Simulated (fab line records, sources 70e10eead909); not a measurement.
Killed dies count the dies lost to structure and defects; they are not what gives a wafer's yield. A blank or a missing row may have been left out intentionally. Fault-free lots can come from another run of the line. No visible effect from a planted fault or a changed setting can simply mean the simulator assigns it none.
Matching of chambers ; flow nandHarc ; rieDiel-02 running NHARC_P_CONTACT_DESCUM_17: 4 sister chambers
The step chemistry O2, time 3 s. 8 wafers are shown with their chamber, then 9 later ones without.

WAFERS PAIRED WITH THEIR CHAMBERS
wafer;chamber;drypumpMotorCurrentA (A);oesProductAu (a.u.)
L083.4;0;5.5;1.008
L086.6;2;5.4;0.988
L088.4;3;5.6;1.014
L088.5;2;5.4;0.994
L088.6;3;5.6;1.022
L090.1;0;5.4;1.011
L090.3;1;6.0;0.998
L090.5;1;6.0;1.005

WAFERS WHOSE CHAMBER IS MISSING
wafer;drypumpMotorCurrentA (A);oesProductAu (a.u.)
L091.3;6.1;1.007
L091.4;5.5;1.026
L091.6;5.4;0.990
L092.1;5.6;1.006
L092.2;6.1;1.009
L092.3;5.5;1.008
L095.2;6.1;0.996
L095.3;5.4;1.006
L095.6;5.4;0.995

THE CHAMBER EACH PASSED THROUGH
wafer;from the rows above;in truth
L091.3;1;1
L091.4;can't be placed: 3 or 0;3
L091.6;2;2
L092.1;can't be placed: 3 or 0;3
L092.2;1;1
L092.3;0;0
L095.2;1;1
L095.3;can't be placed: 0 or 2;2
L095.6;2;2
Correct placement for 6 of the 9. Unplaceable from these rows: 3, with the true chamber sitting among the candidates in 3. Placed wrongly: 0.
How it was worked out, from the rows above alone: a wafer's distance from a chamber is the root of the sum, over the readings, of the square of ((its reading less the chamber's mean) divided by the reading's scatter). The wafer belongs to the nearest chamber; if the next one is less than 2 further off, it can't be placed. Each chamber's mean is taken over the wafers shown for it. How the scatter is found: for the shown wafers, subtract from each reading the mean of its chamber, square and add these, divide the total by (wafers less chambers), then take the root.
